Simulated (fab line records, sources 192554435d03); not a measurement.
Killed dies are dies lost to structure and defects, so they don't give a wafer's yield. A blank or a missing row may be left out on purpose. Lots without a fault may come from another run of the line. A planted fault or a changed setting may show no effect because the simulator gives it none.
A struck lot beside a sound one | flow n5_finfet | 40 steps out of a route of 1938
Sound: wafers L628.2, L628.3, L628.6. Struck: wafers L623.1, L623.4, L623.5. The cause comes at the end.
At each step with rows: each side's tool, then ch and its chambers, then its first start. Under that, the readings that differ: sound wafers | struck wafers | difference of the means | sigmas: that difference in standard deviations of wafers without a fault.
alike: readings whose means differ by less than 2 such deviations, and words and numbers that are the same on both sides. not compared: withheld readings, readings that some wafer has no value for, bounds like >300 that may hide the same value, and numbers for which the record gives no deviation and whose values overlap.
The two part at a step that has a row with sigmas, a row that says differs or no value, or rows on one side only. Numbers that don't overlap but have no deviation are shown without sigmas and don't part them. A reading that every wafer of one side lacks parts them only if that side has two wafers or more.

first, 10 steps without rows for these wafers: N5_MOL_CONTACT_COAG_DESCUM_88 (chemistry O2, time 7 s); N5_MOL_CONTACT_COAG_ETCH_89 (etches underlayer in N2/H2, target depth 13 nm, time 10.4 s); N5_MOL_CONTACT_COAG_ETCH_90 (etches SiARC in CF4, target depth 13 nm, time 21.7 s); N5_MOL_CONTACT_COAG_ALD_131 (deposits SiO2, target thk 5 nm, pulse time 1 s, co reactant pulse time 1 s); N5_MOL_CONTACT_COAG_ETCHBACK_132 (etches SiO2 in CHF3, target depth 10 nm, time 6.7 s); N5_MOL_CONTACT_COAG_ETCH_91 (etches SOC in N2/H2, target depth 60 nm, overetch 21 nm, time 101.2 s); N5_MOL_CONTACT_COAG_STRIP_92 (strips in N2/H2); N5_MOL_CONTACT_COAG_STRIP_93 (strips in N2/H2); N5_MOL_CONTACT_COAG_ETCHBACK_135 (etches SiO2 in CHF3, target depth 25 nm, time 16.7 s); N5_MOL_CONTACT_COAG_STRIP_118 (strips in CHF3).
N5_MOL_CONTACT_COAG_VIA_ETCH_46: etches SiO2 in C4F6/O2, target depth 46 nm, overetch 9.2 nm, time 40 s.
  sound on rie_diel-03 ch 1,3, day 9 11:38; struck on rie_diel-06 ch 0,1, day 8 02:56
  no value came back on the struck wafers for any of 7 readings (C4F6_flow_sccm (sccm), O2_flow_sccm (sccm) and others); on the sound wafers C4F6_flow_sccm (sccm) reads 9.98 10.09 9.98
  reading                                           | sound        | struck         | difference | sigmas
  model.SOC_of_MOL_CONTACT_COAG_COAT_75.thk_nm (nm) | 50.8 50.6 51 | 57.4 57.2 57.2 | +6.5       |
  not compared: rf_hours_counter_h
then, 1 step without rows for these wafers: N5_MOL_CONTACT_COAG_STRIP_96 (strips in N2/H2).
N5_MOL_CONTACT_COAG_ETCH_47: etches SiNx in CH3F/O2, stops on W, target depth 27 nm.
  sound on rie_diel-03 ch 1,3, day 9 11:44; struck on rie_diel-06 ch 0,1, day 8 03:02
  reading                    | sound             | struck         | difference | sigmas
  etch_rf_on_time_s (s)      | 32.0 30.9 32.1    | 50.8 50.8 50.8 | +19.1      | +30
  oes_product_au (a.u.)      | 0.68 0.80 0.68    | 0.26 0.29 0.29 | -0.44      | -5
  model.etch.over_etch_s (s) | 5.329 5.148 5.343 | 0 0 0          | -5         |
  alike: CH3F_flow_sccm, O2_flow_sccm, drypump_motor_current_A, rf_vpp_V, showerhead_plenum_p_Torr, throttle_valve_pct
  not compared: rf_hours_counter_h
then, 3 steps without rows for these wafers: N5_MOL_CONTACT_COAG_STRIP_119 (strips in N2/H2, time 30 s); N5_MOL_CONTACT_COAG_PRECLEAN_144 (cleans in alkaline clean, time 60 s); N5_MOL_CONTACT_COAG_SRD_145 (time 30 s).
N5_MOL_CONTACT_COAG_CD_MEAS_137: target cd 16 nm.
  sound on cd_sem-03, day 9 11:58; struck on cd_sem-02, day 8 03:16
  reading    | sound          | struck | difference                    | sigmas
  cd_nm (nm) | 15.5 16.1 15.3 | - - -  | no value on the struck wafers |
then, 20 steps without rows for these wafers: N5_MOL_CONTACT_COAG_COAT_62 (time 60 s, resist thk 60 nm); N5_MOL_CONTACT_COAG_COAT_63 (time 60 s, resist thk 10 nm); N5_MOL_CONTACT_COAG_COAT_64 (time 60 s, resist thk 10 nm); N5_MOL_CONTACT_COAG_COAT_34 (resist thk 40 nm); N5_MOL_CONTACT_COAG_EBR_36; N5_MOL_CONTACT_COAG_SOFTBAKE_35 (time 60 s); N5_MOL_CONTACT_COAG_EXPOSE_37 (exposes mask VD, defocus 0 nm); N5_MOL_CONTACT_COAG_PEB_38 (peb time 60 s); N5_MOL_CONTACT_COAG_DEVELOP_39 (develop time 30 s); N5_MOL_CONTACT_COAG_DESCUM_45 (chemistry O2, time 7 s); N5_MOL_CONTACT_COAG_ETCH_65 (etches underlayer in N2/H2, target depth 13 nm, time 10.4 s); N5_MOL_CONTACT_COAG_ETCH_66 (etches SiARC in CF4, target depth 13 nm, time 21.7 s); N5_MOL_CONTACT_COAG_ALD_133 (deposits SiO2, target thk 5 nm, pulse time 1 s, co reactant pulse time 1 s); N5_MOL_CONTACT_COAG_ETCHBACK_134 (etches SiO2 in CHF3, target depth 10 nm, time 6.7 s); N5_MOL_CONTACT_COAG_ETCH_67 (etches SOC in N2/H2, target depth 60 nm, overetch 21 nm, time 101.2 s); N5_MOL_CONTACT_COAG_STRIP_68 (strips in N2/H2); N5_MOL_CONTACT_COAG_STRIP_69 (strips in N2/H2); N5_MOL_CONTACT_COAG_ETCHBACK_136 (etches SiO2 in CHF3, target depth 25 nm, time 16.7 s); N5_MOL_CONTACT_COAG_STRIP_120 (strips in CHF3); N5_MOL_CONTACT_COAG_VIA_ETCH_117 (etches SiO2 in C4F6/O2, target depth 40 nm, overetch 8 nm, time 26 s).
N5_MOL_CONTACT_COAG_ETCH_124: etches SiNx in CH3F/O2, stops on SiOC, target depth 6.5 nm.
  sound on rie_diel-03 ch 0,1, day 9 13:20; struck on rie_diel-03 ch 1,3, day 8 04:14
  reading                         | sound          | struck         | difference | sigmas
  oes_product_au (a.u.)           | 0.60 0.76 0.61 | 0.34 0.34 0.29 | -0.33      | -4
  showerhead_plenum_p_Torr (Torr) | 1.90 2.03 1.90 | 2.03 2.03 2.02 | +0.08      | +2
  alike: CH3F_flow_sccm, O2_flow_sccm, drypump_motor_current_A, rf_vpp_V, throttle_valve_pct
  not compared: rf_hours_counter_h
N5_BEOL_M4_RC_MEAS_101:
  the record has rows for the sound wafers here (prober-02 ch 0, day 13 10:44) and none for the struck ones
-- the record jumps here: 8 days lie between the struck wafers' starts before and after (it left off in module BEOL_M4 and takes up again in module PASSIVATION, whose first step shown is number 1936 of the route) --
N5_PASSIVATION_PROBE_49:
  sound on prober-01, day 18 02:17; struck on prober-01, day 16 09:59
  reading            | sound      | struck         | difference | sigmas
  killed_at_contacts | 30 8 17    | 1068 1082 1096 | +1064      | +99 or more
  killed_dies        | 112 101 98 | 1180 1180 1180 | +1076      | +57
  killed_on_rim      | 10 11 14   | 152 152 152    | +140       | +36
  alike: killed_at_M0_to_M3, killed_at_M4_up, killed_at_front_end, killed_at_other, killed_open, killed_short

WHERE THEY PART
First at N5_MOL_CONTACT_COAG_VIA_ETCH_46; last, within this record, at N5_PASSIVATION_PROBE_49.

WHY: what the simulator had put in
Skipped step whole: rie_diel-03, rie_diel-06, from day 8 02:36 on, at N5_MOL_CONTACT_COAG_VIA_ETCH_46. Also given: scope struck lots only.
